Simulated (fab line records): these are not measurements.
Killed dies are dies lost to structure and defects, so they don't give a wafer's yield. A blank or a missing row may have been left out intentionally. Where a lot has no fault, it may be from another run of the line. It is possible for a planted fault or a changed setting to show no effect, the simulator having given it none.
Problem report in the 8D (eight disciplines) form, filled by code :: flow n5-finfet :: the parts of the form that need people (team, actions taken, sign-off) are left out
Where a reading is given only as a bound, like >300, the bound stands for it, and a mean or a difference that rests on one is marked > or <: the true number lies beyond.

1. WHAT IS WRONG
Mean of raw-defect-count at N5_SPACER0_INSPECT_04: 1415 over 2 wafers from 1 lot, against 134 (standard deviation 29) on wafers with no fault. That puts it +44 standard deviations away from the usual mean.
The step: inspects for defects (darkfield).
First observed at day 6 18:55: wafer L659.4, on defect-inspect-02. The record holds 27 wafers of 9 lots with a number at this step. Rule for "out" (also "out of limits"): further than 4 standard deviations from the usual mean. The other wafers with a number count as sound.

2. WHAT IT IS AND WHAT IT IS NOT
question: which readings at this step
is: raw-defect-count
is not: -

question: which lots
is: L659
is not: L645, L650, L654, L655, L663, L665, L666, L667

question: which wafers of those lots
is: L659.4, L659.5
is not: L659.2

question: read on which gauges
is: defect-inspect-02
is not: defect-inspect-01

question: when
is: from day 6 18:55
is not: up to then (13 sound wafers); but 12 sound wafers of L663, L665, L666, L667 came after

3. WHAT RULES OUT EACH SUSPECT
Counting: a tool at a process step up to the reading stays a suspect if it ran every lot that is out. Sound lots after the first of them don't rule it out here, since some wafers of a struck lot are sound.
- ruled out: the gauge at N5_SPACER0_INSPECT_04. All the wafers that are out were read on defect-inspect-02, but those of them that N5_SD_EPI_N_INSPECT_11 has rows for are out there too, on other tools.
- rie-diel-02 at N5_DUMMY_GATE_ETCH_37 (etches SOC in N2/H2, target depth 60 nm, overetch 30 nm): kept. It ran the lot that is out, L659 (day 6 17:05); its last sound lot up to then is L650 (day 4 10:52).
- rie-diel-06 at N5_DUMMY_GATE_STRIP_40 (strips in CF4): kept. It ran the lot that is out, L659 (day 6 17:21); its last sound lot up to then is L655 (day 5 19:24).
- rie-diel-05 at N5_DUMMY_GATE_ETCH_31 (etches SiO2 in C4F6/O2, target depth 82.5 nm, time 27.5 s): kept. It ran the lot that is out, L659 (day 6 17:27); its last sound lot up to then is L650 (day 4 11:08).
- ald-sin-04 at N5_SPACER0_ALD_00 (deposits SiOCN, target thk 3.5 nm, pulse time 3 s, purge time 2 s): kept. It ran the lot that is out, L659 (day 6 18:29); its last sound lot up to then is L655 (day 5 20:35).
- Within rie-diel-05 at N5_DUMMY_GATE_ETCH_31: the wafers that are out ran in chambers 1, 2; their sound lot-mates ran in chamber 3.
- Within ald-sin-04 at N5_SPACER0_ALD_00, the wafers that are out were processed in chamber 0 and their sound lot-mates in chamber 3.
Left after counting: rie-diel-02 at N5_DUMMY_GATE_ETCH_37, rie-diel-06 at N5_DUMMY_GATE_STRIP_40, rie-diel-05 at N5_DUMMY_GATE_ETCH_31, ald-sin-04 at N5_SPACER0_ALD_00.

4. THE CAUSE (what the simulator had put in)
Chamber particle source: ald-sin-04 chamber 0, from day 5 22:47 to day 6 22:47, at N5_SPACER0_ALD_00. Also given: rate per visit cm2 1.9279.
After counting, 4 suspects remain, this tool included.

5. THE CHAIN OF EFFECTS, in route order
Rows list readings where the struck wafers' mean (over those with a number) sits beyond 3 standard deviations from the usual. Only readings for which the record gives a usual standard deviation are gone through. hours: the time from each lot's start at the first step in this table that gives one to its start at this step, as a median over the lots. sigmas: the change in usual standard deviations.
hours: 0
step: N5_SPACER0_INSPECT_04
reading: raw-defect-count
usual: 134
on struck wafers: 1415
change: +1281
sigmas: +44

hours: 0
step: N5_SD_EPI_N_INSPECT_11
reading: raw-defect-count
usual: 2.1
on struck wafers: >300
change: >+298
sigmas: +99 or more

hours: 5
step: N5_SD_EPI_N_INSPECT_26
reading: raw-defect-count
usual: 199
on struck wafers: 1503
change: +1304
sigmas: +40

hours: 255
step: N5_PASSIVATION_PROBE_49
reading: killed-at-front-end
usual: 38
on struck wafers: 190
change: +152
sigmas: +14

hours: 255
step: N5_PASSIVATION_PROBE_49
reading: killed-dies
usual: 102
on struck wafers: 242
change: +140
sigmas: +8.2
Here are the process steps it includes:
- N5_PASSIVATION_PROBE_49

6. WHAT WOULD HAVE CAUGHT IT SOONER
The first out-of-limits reading at a measuring or inspecting step in this record came at day 6 18:55, 20 hours after the fault's start at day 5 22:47.
No tool reading at N5_SPACER0_ALD_00 that has a usual standard deviation in the record was out on any struck wafer, so an alarm limit of 4 standard deviations on those readings would not have fired.
Each of the lots that are out, 1 in all, had begun N5_SPACER0_ALD_00 on ald-sin-04 no later than day 6 18:55. Holding the tool at that point would not have protected any of them.
